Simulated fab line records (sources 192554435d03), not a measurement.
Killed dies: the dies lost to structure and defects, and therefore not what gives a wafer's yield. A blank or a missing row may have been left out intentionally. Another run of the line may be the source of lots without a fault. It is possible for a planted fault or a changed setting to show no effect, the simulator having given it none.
8D (eight disciplines) problem report, filled in by code | flow n5 finfet | the parts of the form that need people (team, actions taken, sign-off) are left out

## 1. THE ISSUE
Mean of spin speed rpm at N5_HKMG_FIN_COAT_41: 1422.1 rpm across 6 wafers in 2 lots; on wafers with no fault it is 1499.9 rpm (standard deviation 0.89). That is -87 standard deviations from the usual mean.
The step: time 60 s, resist thk 300 nm.
Seen first at day 7 11:14 on litho track-04, wafer L477.1. Wafers with a number at this step in the record: 30, from 10 lots. By rule, "out" or "out of limits" means more than 4 standard deviations away from the usual mean. The rest of the wafers with a number are treated as sound.

## 2. WHAT IT IS, AND WHAT IT ISN'T
question                    | is                     | is not
which readings at this step | spin speed rpm         | heater power total W
which lots                  | L477, L479             | L466, L467, L471, L472, L474, L478, L480, L486
which wafers of those lots  | all that have a number | -
read on which tools         | litho track-04         | litho track-02, litho track-05
when                        | from day 7 11:14       | up to then (15 sound wafers); but 9 sound wafers of L478, L480, L486 came after

## 3. THE SUSPECTS, EACH WITH WHAT RULES IT OUT
Counting: a tool at a process step up to the reading stays a suspect if it ran every lot that is out and no sound lot after the first of them.
- rie diel-02 at N5_SDB_ETCH_25 (etches SiO2 in C4F6/O2, target depth 10 nm, time 3.3 s): ruled out as a lasting fault. Sound lots L486 ran on it after its first lot that is out, L477 (day 7 06:38).
- litho track-04 at N5_HKMG_FIN_COAT_41 (time 60 s, resist thk 300 nm): kept. It ran every lot that is out, first L477 (day 7 11:14), and no sound lot after that; its last sound lot up to then is L472 (day 6 02:30). Its own spin speed rpm readings are out on those wafers.
Remaining after the count: litho track-04 at N5_HKMG_FIN_COAT_41.

## 4. THE CAUSE (what the simulator had put in)
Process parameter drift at N5_HKMG_FIN_COAT_41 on litho track-04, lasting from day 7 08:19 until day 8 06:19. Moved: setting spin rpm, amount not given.
After counting, this tool was the only one left.

## 5. THE CHAIN OF EFFECTS, in route order
One row per reading whose mean, taken over the struck wafers that have a number, lies over 3 standard deviations from the usual. Readings are gone through only where the record gives a usual standard deviation; hours: the median, over the lots, of the time from a lot's start at the first step in this table giving one to that lot's start at this step; sigmas: the change measured in usual standard deviations.
hours | step                | reading        | usual      | on struck wafers | change | sigmas
0     | N5_HKMG_FIN_COAT_41 | spin speed rpm | 1499.9 rpm | 1422.1           | -77.8  | -87
Here are the process steps it includes:
- N5_HKMG_FIN_COAT_41: time 60 s, resist thk 300 nm.
Later steps that measure or inspect, where all struck wafers having a row at the step show a number for every such reading and not one has moved that far: N5_HKMG_FIN_OVL_MEAS_50, N5_BEOL_M4_RC_MEAS_101.

## 6. WHAT WOULD HAVE CAUGHT IT SOONER
In this record no reading fell out of limits until day 7 11:14, 3 hours after the fault had begun at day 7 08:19.
